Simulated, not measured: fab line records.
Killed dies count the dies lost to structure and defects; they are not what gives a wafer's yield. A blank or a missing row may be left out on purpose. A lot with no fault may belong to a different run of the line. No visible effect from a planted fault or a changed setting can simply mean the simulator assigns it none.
Matching of chambers ; flow n5-finfet ; rie-diel-03 running N5_BEOL_M2_ETCH_70: 4 sister chambers
The step etches SOC in N2/H2, target depth 80 nm, overetch 24 nm, time 130 s. 24 wafers are shown with their chamber, then 12 later ones without.

WAFERS PAIRED WITH THEIR CHAMBERS
wafer;chamber;showerhead-plenum-p-Torr (Torr);throttle-valve-pct (%);rf-vpp-V (V)
L079.1;2;2.50;17.91;522.7
L079.2;0;2.69;17.78;527.0
L079.5;1;2.60;17.42;525.9
L082.1;3;2.52;17.89;522.0
L082.4;2;2.50;17.46;522.6
L082.5;1;2.60;17.45;526.4
L084.1;1;2.60;17.46;525.2
L084.2;1;2.60;17.45;525.9
L084.3;1;2.60;17.46;523.9
L084.4;1;2.60;17.45;523.9
L084.5;1;2.60;17.46;523.6
L084.6;1;2.60;17.44;526.2
L086.1;0;2.68;17.81;526.7
L086.2;2;2.50;17.45;523.7
L086.5;2;2.50;17.45;524.1
L087.1;1;2.59;17.46;524.1
L087.2;2;2.49;17.46;523.7
L087.3;0;2.68;17.82;526.8
L088.1;0;2.68;17.82;528.6
L088.2;2;2.49;17.46;521.7
L088.6;1;2.59;17.47;525.6
L089.1;0;2.68;17.82;527.4
L089.2;1;2.59;17.47;525.7
L089.4;2;2.49;17.47;522.4

SIGNATURES (averages over the wafers above)
reading;chamber 0;chamber 1;chamber 2;chamber 3;scatter within a chamber
showerhead-plenum-p-Torr;2.6820;2.5973;2.4957;2.5200;0.00485
throttle-valve-pct;17.8100;17.4536;17.5229;17.8900;0.0944
rf-vpp-V;527.300;525.127;522.986;522.000;0.944
Rule: for a wafer and a chamber, the distance is found by dividing, reading by reading, the gap between the wafer's reading and the chamber's mean by the reading's scatter, squaring, summing and taking the root. If the next closest chamber is less than 2 further off than the closest, the wafer can't be placed; otherwise it belongs to the closest. The scatter: take each reading less its chamber's mean, square it, sum over the shown wafers, divide by the number of wafers less the number of chambers, and take the root.

WAFERS WHOSE CHAMBER IS MISSING
wafer;showerhead-plenum-p-Torr (Torr);throttle-valve-pct (%);rf-vpp-V (V)
L091.1;2.52;17.91;523.4
L091.2;2.68;17.83;526.4
L091.3;2.49;17.47;521.5
L092.2;2.59;17.50;525.8
L092.4;2.49;17.47;522.2
L092.6;2.52;17.92;522.7
L096.1;2.67;17.86;528.0
L096.2;2.58;17.49;524.9
L096.5;2.49;17.48;521.4
L097.2;2.48;17.48;522.9
L097.3;2.67;17.86;527.8
L097.4;2.51;17.93;522.7

THE CHAMBER EACH PASSED THROUGH
wafer;from the rows above;in truth
L091.1;3;3
L091.2;0;0
L091.3;2;2
L092.2;1;1
L092.4;2;2
L092.6;3;3
L096.1;0;0
L096.2;1;1
L096.5;2;2
L097.2;2;2
L097.3;0;0
L097.4;3;3
Correct placement for 12 of the 12. Left unplaced by these rows: 0. Wrongly placed: 0.
